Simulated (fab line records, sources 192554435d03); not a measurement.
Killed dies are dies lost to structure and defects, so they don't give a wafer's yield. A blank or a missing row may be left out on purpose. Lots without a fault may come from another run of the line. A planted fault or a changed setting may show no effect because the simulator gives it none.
Chamber matching | flow n5_finfet | N5_BEOL_M2_ETCH_74 on rie_diel-05: 4 sister chambers
The step etches underlayer in N2/H2, target depth 6.5 nm, time 5.2 s. 16 wafers are shown with their chamber, then 8 later ones without.

WAFERS WITH THEIR CHAMBER
wafer  | chamber | drypump_motor_current_A (A) | throttle_valve_pct (%) | showerhead_plenum_p_Torr (Torr)
L077.3 | 0       | 5.7                         | 17.74                  | 2.61
L077.5 | 2       | 5.5                         | 17.41                  | 2.49
L077.6 | 3       | 6.5                         | 18.26                  | 2.64
L079.2 | 2       | 5.6                         | 17.44                  | 2.49
L079.3 | 0       | 5.8                         | 17.74                  | 2.61
L079.6 | 3       | 6.5                         | 18.26                  | 2.64
L081.1 | 1       | 5.1                         | 18.04                  | 2.62
L081.3 | 2       | 5.5                         | 17.41                  | 2.49
L081.6 | 0       | 5.8                         | 17.73                  | 2.61
L083.3 | 3       | 6.5                         | 18.25                  | 2.64
L083.4 | 2       | 5.5                         | 17.46                  | 2.48
L083.5 | 3       | 6.5                         | 18.27                  | 2.64
L088.2 | 0       | 5.8                         | 17.77                  | 2.60
L088.5 | 0       | 5.8                         | 17.79                  | 2.60
L088.6 | 3       | 6.5                         | 18.29                  | 2.63
L094.1 | 2       | 5.5                         | 17.48                  | 2.47

SIGNATURES (means of the wafers above)
reading                  | chamber 0 | chamber 1 | chamber 2 | chamber 3 | scatter within a chamber
drypump_motor_current_A  | 5.780     | 5.100     | 5.520     | 6.500     | 0.0365
throttle_valve_pct       | 17.7540   | 18.0400   | 17.4400   | 18.2660   | 0.0246
showerhead_plenum_p_Torr | 2.6060    | 2.6200    | 2.4840    | 2.6380    | 0.00658
Rule: a wafer's distance from a chamber is the root of the sum, over the readings, of the square of ((its reading less the chamber's mean) divided by the reading's scatter). The wafer belongs to the nearest chamber; if the next one is less than 2 further off, it can't be placed. The scatter: the root of (the sum of the squares of (reading less its chamber's mean) over the shown wafers, divided by (wafers less chambers)).

WAFERS WITHOUT THEIR CHAMBER
wafer  | drypump_motor_current_A (A) | throttle_valve_pct (%) | showerhead_plenum_p_Torr (Torr)
L094.5 | 5.2                         | 18.07                  | 2.61
L094.6 | 6.5                         | 18.31                  | 2.63
L095.1 | 5.5                         | 17.46                  | 2.47
L095.2 | 6.5                         | 18.32                  | 2.62
L095.4 | 5.1                         | 18.09                  | 2.60
L096.2 | 5.1                         | 18.11                  | 2.60
L096.3 | 6.5                         | 18.33                  | 2.62
L096.5 | 5.1                         | 18.10                  | 2.60

WHICH CHAMBER EACH WENT THROUGH
wafer  | from the rows above | in truth
L094.5 | 1                   | 1
L094.6 | 3                   | 3
L095.1 | 2                   | 2
L095.2 | 3                   | 3
L095.4 | 1                   | 1
L096.2 | 1                   | 1
L096.3 | 3                   | 3
L096.5 | 1                   | 1
Placed correctly: 8 of 8. Can't be placed from these rows: 0. Placed wrongly: 0.
